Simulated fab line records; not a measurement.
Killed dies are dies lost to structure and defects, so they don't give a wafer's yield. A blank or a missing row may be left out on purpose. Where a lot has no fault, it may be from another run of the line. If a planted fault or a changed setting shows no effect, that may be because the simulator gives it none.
The tool behind it: which one? | flow nandHarc | 12 lots, 36 wafers sampled, at 1 step of a route of 1159

WHAT THE GAUGES SHOWED, per wafer
NHARC_P_GATE_CD_MEAS_11 targets a cd of 1640 nm.
lot  | measured    | on       | cdNm (nm)
L076 | day 4 10:19 | cdSem-02 | 1641.3 1637.8 1638.4
L078 | day 5 03:31 | cdSem-03 | 1640.5 1638.2 1638.7
L079 | day 5 08:22 | cdSem-02 | 1637.2 1640.0 1643.4
L081 | day 5 23:17 | cdSem-01 | 1640.7 1641.4 1643.8
L083 | day 6 15:23 | cdSem-01 | 1641.3 1639.6 1640.2
L085 | day 6 15:43 | cdSem-02 | 1642.5 1642.6 1642.2
L087 | day 7 09:08 | cdSem-02 | 1639.5 1641.0 1640.9
L089 | day 7 17:38 | cdSem-01 | 1637.1 1633.7 1637.7
L091 | day 8 09:48 | cdSem-03 | 1639.4 1641.2 1641.6
L094 | day 8 23:25 | cdSem-01 | 1639.5 1640.3 1639.6
L095 | day 9 11:13 | cdSem-02 | 1637.5 1637.9 1639.1
L097 | day 9 14:39 | cdSem-01 | 1638.0 1638.4 1636.9

TOOL THAT RAN EACH LOT (tool first, then ch and the chambers of the sampled wafers, then the start)
There is no process step in the record ahead of these readings.

THE ANSWER, worked out from the rows above alone
Rule: usual is defined by the lots themselves. The widest of any qualifying gaps counts: lots, ordered by their means at a reading, are off when they make up no more than a third of the lots, leave a main group of 4 or more, and stand apart from it by 3 or more times the standard deviation of that group's means. A main group is skipped when, at the precision printed for the reading in the tables above, its means are all equal. A lot without any number at a reading at which 4 lots or more have one is off too. All remaining lots with rows at the step are treated as sound.
None of the lots is off at any reading shown; this tells nothing.

WHAT THE SIMULATOR HAD INSERTED
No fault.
